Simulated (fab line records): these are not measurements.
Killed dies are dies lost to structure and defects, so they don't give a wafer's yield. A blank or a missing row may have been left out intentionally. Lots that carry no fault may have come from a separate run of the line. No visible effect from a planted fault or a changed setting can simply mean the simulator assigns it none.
3 desks looking at one fault :: flow n5-finfet :: only its own numbers are on each desk; what lay behind them is given at the end

## AT THE METROLOGY DESK
Lot by lot, what the gauges showed, no matter which tool ran the lot: averages of those sampled wafers that carry a number. If a lot's mean is further than 4 standard deviations from the usual mean, the lot is out of limits and carries the mark OUT (the distance appears in the brackets). Shown here are 7 of its 11 readings, the ones lying furthest out on some lot.
Columns: A = DIBL_N at N5_BEOL_M4_RC_MEAS_101, usual 35.9 mV/V; B = IOFF_P at N5_BEOL_M4_RC_MEAS_101, usual 0.21 nA/um; C = ION_N at N5_BEOL_M4_RC_MEAS_101, usual 672 uA/um; D = ION_P at N5_BEOL_M4_RC_MEAS_101, usual 462 uA/um; E = SS_P at N5_BEOL_M4_RC_MEAS_101, usual 73.2 mV/dec; F = VT_N at N5_BEOL_M4_RC_MEAS_101, usual 250 mV; G = VT_P at N5_BEOL_M4_RC_MEAS_101, usual -250 mV
lot: L483
first seen here: day 6 07:31
A: 36.7
B: 0.20
C: 664
D: 458
E: 73.2
F: 252
G: -251

lot: L485
first seen here: day 7 00:02
A: 32.9
B: 0.14
C: 647
D: 444
E: 72.9
F: 257
G: -258

lot: L486
first seen here: day 7 06:13
A: 36.2
B: 0.19
C: 666
D: 458
E: 73.1
F: 252
G: -251

lot: L494
first seen here: day 9 09:20
A: 38.0
B: 0.25
C: 686
D: 474
E: 73.2
F: 246
G: -245

lot: L499
first seen here: day 10 14:44
A: 35.2
B: 0.20
C: 670
D: 465
E: 73.2
F: 252
G: -250

lot: L500
first seen here: day 10 19:06
A: 38.2
B: 0.25
C: 680
D: 470
E: 73.9
F: 246
G: -249

lot: L503
first seen here: day 11 13:27
A: 36.2
B: 0.24
C: 682
D: 471
E: 73.2
F: 246
G: -247

lot: L504
first seen here: day 12 03:01
A: 36.2
B: 0.21
C: 667
D: 457
E: 73.3
F: 251
G: -249

lot: L505
first seen here: day 12 09:03
A: 37.3
B: 0.23
C: 682
D: 467
E: 74.2
F: 249
G: -248
This desk found nothing out of limits on any of the 9 lots.

## FOR THE TOOL OWNER'S DESK: rie-diel-05
The tool's own readings at N5_BEOL_M2_ETCH_64 (etches SOC in N2/H2, target depth 75 nm, overetch 22.5 nm, time 121.9 s): means of the sampled wafers that have a number, for each lot that ran on this tool. If a lot's mean is further than 4 standard deviations from the usual mean, the lot is out of limits and carries the mark OUT (the distance appears in the brackets).
Columns: A = drypump-motor-current-A at N5_BEOL_M2_ETCH_64, usual 5.7 A; B = h2-flow-sccm at N5_BEOL_M2_ETCH_64, usual 200.0 sccm; C = oes-product-au at N5_BEOL_M2_ETCH_64, usual 0.59 a.u.; D = rf-fwd-power-W at N5_BEOL_M2_ETCH_64, usual 836.1 W; E = rf-vpp-V at N5_BEOL_M2_ETCH_64, usual 523.1 V; F = showerhead-plenum-p-Torr at N5_BEOL_M2_ETCH_64, usual 2.51 Torr; G = throttle-valve-pct at N5_BEOL_M2_ETCH_64, usual 17.88 %
lot: L483
first seen here: day 6 06:50
A: 5.7
B: 200.5
C: 0.57
D: 838.3
E: 522.8
F: 2.49
G: 17.95

lot: L485
first seen here: day 6 23:19
A: 6.1
B: 199.7
C: 0.58
D: 836.0
E: 522.5
F: 2.51
G: 18.00

lot: L494
first seen here: day 9 08:32
A: 6.0
B: 200.6
C: 0.57
D: 835.2
E: 523.3
F: 2.49
G: 17.84

lot: L499
first seen here: day 10 13:57
A: 5.6
B: 200.1
C: 0.56
D: 834.4
E: 522.7
F: 2.52
G: 18.08

lot: L500
first seen here: day 10 18:23
A: 5.9
B: 200.1
C: 0.57
D: 835.2
E: 524.3
F: 2.53
G: 17.91
This desk found nothing out of limits on any of the 5 lots.

## THE DEFECT DESK
What the inspections along the route counted, lot by lot: means of the sampled wafers that have a number. If a lot's mean is further than 4 standard deviations from the usual mean, the lot is out of limits and carries the mark OUT (the distance appears in the brackets).
Columns: A = raw-defect-count at N5_BEOL_M2_INSPECT_30, usual 394
lot: L483
first seen here: day 6 07:35
A: 372

lot: L485
first seen here: day 7 00:07
A: 439

lot: L486
first seen here: day 7 06:18
A: 327

lot: L494
first seen here: day 9 09:26
A: 414

lot: L499
first seen here: day 10 14:49
A: 458

lot: L500
first seen here: day 10 19:11
A: 567

lot: L503
first seen here: day 11 13:32
A: 393

lot: L504
first seen here: day 12 03:07
A: 298

lot: L505
first seen here: day 12 09:08
A: 317
This desk found nothing out of limits on any of the 9 lots.

## ALL TOGETHER
At the metrology desk, nothing out of limits was observed.
The tool owner's desk saw nothing out of limits.
The defect desk saw nothing out of limits.

## WHAT THE SIMULATOR HAD PUT IN
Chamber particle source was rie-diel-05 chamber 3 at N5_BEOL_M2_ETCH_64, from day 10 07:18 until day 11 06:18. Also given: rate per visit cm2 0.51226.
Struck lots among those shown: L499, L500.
